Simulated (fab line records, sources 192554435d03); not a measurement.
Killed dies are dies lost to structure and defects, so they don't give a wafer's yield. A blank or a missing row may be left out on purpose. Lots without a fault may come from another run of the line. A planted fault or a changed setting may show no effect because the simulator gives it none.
Split-lot experiment | flow n5_finfet | 4 lots, 21 wafers read, on a route of 1938 steps

THE SPLIT
At N5_BEOL_M6_TRENCH_ETCH_37 (etches SiCOH lowk in C4F6/O2, target depth 94.435 nm, time 31.5 s), the setting bias_w was moved away from the recipe's 185 W on 6 of the 21 wafers read, by -12.4% to -8.9%. The other wafers ran this setting at the recipe's value.

FROM THE SPLIT TO THE READING: what the file shows between them, 2 steps
- N5_BEOL_M6_ETCH_41: etches SiCN in CH3F/O2, target depth 29.7 nm, time 52 s
- N5_BEOL_M6_STRIP_80: strips in N2/H2, time 10 s

THE READING
trench_depth_nm, in nm, at N5_BEOL_M6_OCD_MEAS_38. Fault-free wafers of this fab line usually give 94.3 nm, standard deviation 1.5 nm.

wafer  | tool, chamber at the split | bias_w as run, W | against the recipe | trench_depth_nm, nm | against lot-mates on the recipe
L077.1 | rie_diel-02, 1             | 162.1            | -12.4%             | 90.2                | -4.7
L077.2 | rie_diel-02, 2             | 185              | recipe             | 95.4                | -
L077.3 | rie_diel-02, 0             | 185              | recipe             | 94.9                | -
L077.4 | rie_diel-02, 3             | 162.1            | -12.4%             | 90.4                | -4.5
L077.5 | rie_diel-02, 1             | 162.1            | -12.4%             | 89.5                | -5.4
L077.6 | rie_diel-02, 0             | 185              | recipe             | 94.3                | -
L084.1 | rie_diel-06, 2             | 168.5            | -8.9%              | 91.1                | -3.9
L084.2 | rie_diel-06, 1             | 168.5            | -8.9%              | 90.8                | -4.2
L084.3 | rie_diel-06, 3             | 168.5            | -8.9%              | 88.8                | -6.2
L084.4 | rie_diel-06, 0             | 185              | recipe             | 95.9                | -
L084.5 | rie_diel-06, 1             | 185              | recipe             | 92.7                | -
L084.6 | rie_diel-06, 0             | 185              | recipe             | 96.4                | -
L083.4 | rie_diel-06, 2             | 185              | recipe             | 94.3                | -
L083.5 | rie_diel-06, 1             | 185              | recipe             | 93.7                | -
L083.6 | rie_diel-06, 2             | 185              | recipe             | 94.6                | -
L089.1 | rie_diel-01, 3             | 185              | recipe             | 96.3                | -
L089.2 | rie_diel-01, 1             | 185              | recipe             | 93.2                | -
L089.3 | rie_diel-01, 2             | 185              | recipe             | 93.5                | -
L089.4 | rie_diel-01, 0             | 185              | recipe             | 94.2                | -
L089.5 | rie_diel-01, 1             | 185              | recipe             | 92.3                | -
L089.6 | rie_diel-01, 0             | 185              | recipe             | 95.1                | -

THE FIT
A straight line over all 21 wafers: trench_depth_nm changes by +0.393 nm for each +1% of bias_w; r = +0.86; the points scatter about the line by 1.2 nm.
The same after taking each lot's own level away (the mean of its wafers on the recipe; 21 wafers): +0.435 nm for each +1%; r = +0.89; scatter 1.2 nm.
On that fit, the largest move of bias_w shifts the reading by 5.4 nm.
The lots' own levels span 94.10 to 95.00 nm, that is 0.6 times the standard deviation above.
So the lot-to-lot level changes the slope little: the two slopes agree.
Check: with one of the wafers moved furthest among these (-12.4%) left out of the fit, the line predicts -5.65 nm for it against its lot-mates. It came out at -4.67 nm against them.
Tool readings at the split's step, against how far the setting was moved: rf_vpp_V r = +0.97.

OTHER SPLITS ON THESE WAFERS
These wafers also went through other splits before the reading. Each is held against what the fit with the lots' levels taken away leaves over:
other split on the same wafers        | wafers away from the commonest value | r with trench_depth_nm (lot level and that fit taken away)
N5_MOL_CONTACT_COAG_EXPOSE_37 dose_mj | 9                                    | +0.39
N5_BEOL_M0_SAQP_PECVD_96 time_s       | 9                                    | +0.12
N5_BEOL_M0_ETCH_138 source_w          | 6                                    | -0.09
N5_BEOL_M1_COAT_05 spin_rpm           | 6                                    | -0.04
N5_BEOL_M1_ETCH_64 source_w           | 9                                    | -0.07
N5_BEOL_M2_DESCUM_16 time_s           | 6                                    | +0.38
N5_BEOL_M4_COAT_73 spin_rpm           | 9                                    | +0.09
N5_BEOL_M4_EXPOSE_25 dose_mj          | 6                                    | -0.08
N5_BEOL_M4_ETCH_70 source_w           | 6                                    | -0.14
N5_BEOL_M6_ETCH_66 source_w           | 6                                    | -0.17

THE WHOLE CHAIN: every reading that the file lists as answering this split, in the file's order
step                      | what it does                                                      | reading                                                                   | change (the file's fit)               | r (the file's)
N5_BEOL_M6_TRENCH_ETCH_37 | etches SiCOH lowk in C4F6/O2, target depth 94.435 nm, time 31.5 s | rf_vpp_V                                                                  | +6.26 V for each +1% of the setting   | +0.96
N5_BEOL_M6_TRENCH_ETCH_37 | etches SiCOH lowk in C4F6/O2, target depth 94.435 nm, time 31.5 s | BEOL_M6.feature_depth_nm (the simulator's own value, which no gauge read) | +0.431 nm for each +1% of the setting | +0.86
N5_BEOL_M6_TRENCH_ETCH_37 | etches SiCOH lowk in C4F6/O2, target depth 94.435 nm, time 31.5 s | etch.depth_nm (the simulator's own value, which no gauge read)            | +0.429 nm for each +1% of the setting | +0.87
N5_BEOL_M6_OCD_MEAS_38    |                                                                   | trench_depth_nm                                                           | +0.439 nm for each +1% of the setting | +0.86

THE FILE'S OWN FIT
trench_depth_nm changes by +0.439 nm for each +1% of bias_w, r = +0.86.
